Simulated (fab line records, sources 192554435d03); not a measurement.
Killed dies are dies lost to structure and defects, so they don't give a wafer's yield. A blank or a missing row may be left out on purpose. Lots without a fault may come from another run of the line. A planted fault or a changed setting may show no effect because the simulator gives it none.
Problem report in the 8D (eight disciplines) form, filled by code | flow n5_finfet | the parts of the form that need people (team, actions taken, sign-off) are left out

1. THE PROBLEM
raw_defect_count at N5_SD_EPI_P_INSPECT_26 reads a mean of 596 on 6 wafers of 2 lots; wafers without a fault read 173 with a standard deviation of 35. That is +12 standard deviations from the usual mean.
The step: inspects for defects (darkfield).
First seen on wafer L101.1, day 7 22:18, on defect_inspect-02. The record holds 35 wafers of 12 lots with a number at this step. Rule for "out", or "out of limits": more than 4 standard deviations from the usual mean. The other wafers with a number count as sound.

2. WHAT IT IS AND WHAT IT IS NOT
question                    | is                                   | is not
which readings at this step | raw_defect_count                     | -
which lots                  | L101, L102                           | L100, L103, L104, L107, L986, L989, L990, L991, L993, L995
which wafers of those lots  | all that have a number               | -
read on which gauges        | defect_inspect-01, defect_inspect-02 | -
when                        | from day 7 22:18                     | up to then (20 sound wafers); but 9 sound wafers of L103, L104, L107 came after

3. SUSPECTS, AND WHAT RULES EACH OUT
Counting: a tool at a process step up to the reading stays a suspect if it ran every lot that is out and no sound lot after the first of them.
- the gauge at N5_SD_EPI_P_INSPECT_26: ruled out. The wafers that are out were read on 2 gauges (defect_inspect-01, defect_inspect-02).
- rie_diel-01 at N5_SD_EPI_P_DESCUM_14 (chemistry O2, time 7.9 s): ruled out as a lasting fault. Sound lots L103, L104 ran on it after its first lot that is out, L101 (day 7 18:28).
- plasma_asher-02 at N5_SD_EPI_P_STRIP_40 (strips in N2/H2): kept. It ran every lot that is out, first L101 (day 7 19:18), and no sound lot after that; its last sound lot up to then is L995 (day 6 02:18).
Left after counting: plasma_asher-02 at N5_SD_EPI_P_STRIP_40.

4. THE CAUSE (what the simulator had put in)
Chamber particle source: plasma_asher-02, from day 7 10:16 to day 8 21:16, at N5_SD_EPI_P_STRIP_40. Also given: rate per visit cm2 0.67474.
Counting left only this tool.

5. THE CHAIN OF EFFECTS, in route order
Each row: a reading whose mean over the struck wafers that have a number lies more than 3 standard deviations from the usual. Only readings for which the record gives a usual standard deviation are gone through. hours: the time from each lot's start at the first step in this table that gives one to its start at this step, as a median over the lots. sigmas: the change in usual standard deviations.
hours | step                    | reading             | usual | on struck wafers | change | sigmas
0     | N5_SD_EPI_P_INSPECT_26  | raw_defect_count    | 173   | 596              | +423   | +12
226   | N5_PASSIVATION_PROBE_49 | killed_at_front_end | 38    | 135              | +97    | +8.1
226   | N5_PASSIVATION_PROBE_49 | killed_dies         | 103   | 202              | +98    | +5.8
The process steps in it:
- N5_PASSIVATION_PROBE_49

6. WHAT WOULD HAVE CAUGHT IT SOONER
In this record the first reading out of limits at a measuring or inspecting step was taken at day 7 22:18, 12 hours after the fault began at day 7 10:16.
Of the tool readings at N5_SD_EPI_P_STRIP_40 for which the record gives a usual standard deviation, none was out on any struck wafer, so an alarm limit of 4 standard deviations on them would not have fired.
All the lots that are out (2) had begun N5_SD_EPI_P_STRIP_40 on plasma_asher-02 by day 7 22:18. A hold on the tool at that time would have spared none of them.
